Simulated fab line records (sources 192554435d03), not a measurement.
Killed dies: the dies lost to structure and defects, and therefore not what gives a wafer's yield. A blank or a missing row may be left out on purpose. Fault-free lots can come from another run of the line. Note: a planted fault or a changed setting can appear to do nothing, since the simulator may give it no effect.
Which of the tools did it?	flow n5 finfet	13 lots with 37 wafers sampled at 4 steps, on a route of 1938 steps

## WHAT THE GAUGES SHOWED, per wafer
No reading from a measuring or inspecting step in the record can be judged against a usual standard deviation.

## WHICH TOOL RAN EACH LOT (tool, then ch and the chambers of the sampled wafers, then the start)
lot	N5_BEOL_M5_DEGAS_44	N5_BEOL_M5_ALD_86	N5_BEOL_M5_SURFACE_TREAT_87	N5_BEOL_M5_CO_CAP_78
L719	pvd sputter-01, day 8 00:20	ald metal-02 ch 0,2, day 8 00:26	pvd sputter-01, day 8 00:40	cvd co-01 ch 0,1,2, day 8 07:00
L722	pvd sputter-03, day 8 17:10	ald metal-01 ch 0,1,3, day 8 17:25	pvd sputter-03, day 8 17:45	cvd co-02 ch 0,1,2, day 8 23:31
L721	pvd sputter-02, day 8 23:40	ald metal-02 ch 1,3, day 8 23:46	pvd sputter-02, day 9 00:02	cvd co-02 ch 0,1, day 9 05:52
L723	pvd sputter-03, day 9 13:17	ald metal-01 ch 1,2, day 9 13:23	pvd sputter-03, day 9 13:38	cvd co-02 ch 0,1,2, day 9 19:17
L725	pvd sputter-03, day 10 13:20	ald metal-01 ch 0,2, day 10 13:26	pvd sputter-03, day 10 13:48	cvd co-02 ch 0,1,2, day 10 19:19
L727	pvd sputter-01, day 10 16:40	ald metal-01 ch 0,2, day 10 16:46	pvd sputter-01, day 10 17:00	cvd co-01 ch 1,2, day 10 22:35
L728	pvd sputter-02, day 10 23:28	ald metal-02 ch 0,1,3, day 10 23:47	pvd sputter-03, day 11 00:02	cvd co-02 ch 0,1,2, day 11 05:34
L730	pvd sputter-01, day 11 18:59	ald metal-02 ch 1,2, day 11 19:06	pvd sputter-02, day 11 19:26	cvd co-01 ch 0,1, day 12 01:08
L732	pvd sputter-03, day 12 00:16	ald metal-04 ch 0,1, day 12 00:22	pvd sputter-01, day 12 00:38	cvd co-01 ch 0,1, day 12 06:18
L735	pvd sputter-01, day 12 14:15	ald metal-02 ch 0,1,3, day 12 14:21	pvd sputter-01, day 12 14:35	cvd co-01 ch 0,1, day 12 20:05
L740	pvd sputter-02, day 14 12:41	ald metal-01 ch 2,3, day 14 12:47	pvd sputter-03, day 14 13:04	cvd co-02 ch 0,1, day 14 18:39
L741	pvd sputter-01, day 14 18:01	ald metal-02 ch 0,2, day 14 18:08	pvd sputter-01, day 14 18:30	cvd co-02 ch 0,1,2, day 14 23:59
L742	pvd sputter-01, day 15 18:20	ald metal-04 ch 1,2,3, day 15 18:26	pvd sputter-01, day 15 18:40	cvd co-01 ch 0,1,2, day 16 00:07
- N5_BEOL_M5_DEGAS_44: time 60 s.
- N5_BEOL_M5_ALD_86: deposits TaN, pulse time 2 s, purge time 3 s, co reactant purge time 2 s.
- N5_BEOL_M5_SURFACE_TREAT_87
- N5_BEOL_M5_CO_CAP_78: material Co, precursor CCTBA/H2, target thk 2 nm, time 102.1 s.

## AS READ BY THE TOOLS THEMSELVES (means over the sampled wafers that have a number; for cases with no such wafer, the mark the record gives instead)
N5_BEOL_M5_DEGAS_44. Usual: heater power w reads 333 W (standard deviation 34).
lot	tool	heater power w (W)	flag
L719	pvd sputter-01	349	
L722	pvd sputter-03	308	
L721	pvd sputter-02	356	
L723	pvd sputter-03	322	
L725	pvd sputter-03	314	
L727	pvd sputter-01	337	
L728	pvd sputter-02	335	
L730	pvd sputter-01	339	
L732	pvd sputter-03	306	
L735	pvd sputter-01	344	
L740	pvd sputter-02	308	
L741	pvd sputter-01	364	
L742	pvd sputter-01	335	

N5_BEOL_M5_ALD_86. Usual: heater power w reads 416 W (standard deviation 49).
lot	tool	heater power w (W)	flag
L719	ald metal-02	385	
L722	ald metal-01	381	
L721	ald metal-02	380	
L723	ald metal-01	419	
L725	ald metal-01	385	
L727	ald metal-01	418	
L728	ald metal-02	387	
L730	ald metal-02	380	
L732	ald metal-04	462	
L735	ald metal-02	391	
L740	ald metal-01	437	
L741	ald metal-02	390	
L742	ald metal-04	458	

N5_BEOL_M5_CO_CAP_78. Usual: heater power w 233 W, standard deviation 31; run length s 124.8 s, standard deviation 0.56.
lot	tool	heater power w (W)	run length s (s)	flag
L719	cvd co-01	242	124.7	
L722	cvd co-02	225	124.8	
L721	cvd co-02	248	125.4	
L723	cvd co-02	225	125.3	
L725	cvd co-02	226	124.9	
L727	cvd co-01	264	124.6	
L728	cvd co-02	228	124.7	
L730	cvd co-01	232	141.1	OFF
L732	cvd co-01	231	141.2	OFF
L735	cvd co-01	241	135.6	OFF
L740	cvd co-02	240	125.4	
L741	cvd co-02	225	125.1	
L742	cvd co-01	244	125.0	

## THE ANSWER, worked out from the rows above alone
Rule: a lot is off if the mean of its wafers that have a number lies more than 3 standard deviations from the usual mean. A lot without any number at a reading at which 4 lots or more have one is off too. The other lots that the step has rows for count as sound. The gauges are gone through in route order, then the tools' own readings, and for those a lot's mean is taken as printed above. The first step at which some lot is off is used, and at that step the reading that is off furthest; a lot without a number counts as furthest.
Off: L730, L732, L735 (N5_BEOL_M5_CO_CAP_78, run length s).
A tool fits if, at that step or a process step before it, it ran every lot that is off, and no sound lot after the first of them. No candidate that was tried fits.

## WHAT HAD BEEN PUT IN BY THE SIMULATOR
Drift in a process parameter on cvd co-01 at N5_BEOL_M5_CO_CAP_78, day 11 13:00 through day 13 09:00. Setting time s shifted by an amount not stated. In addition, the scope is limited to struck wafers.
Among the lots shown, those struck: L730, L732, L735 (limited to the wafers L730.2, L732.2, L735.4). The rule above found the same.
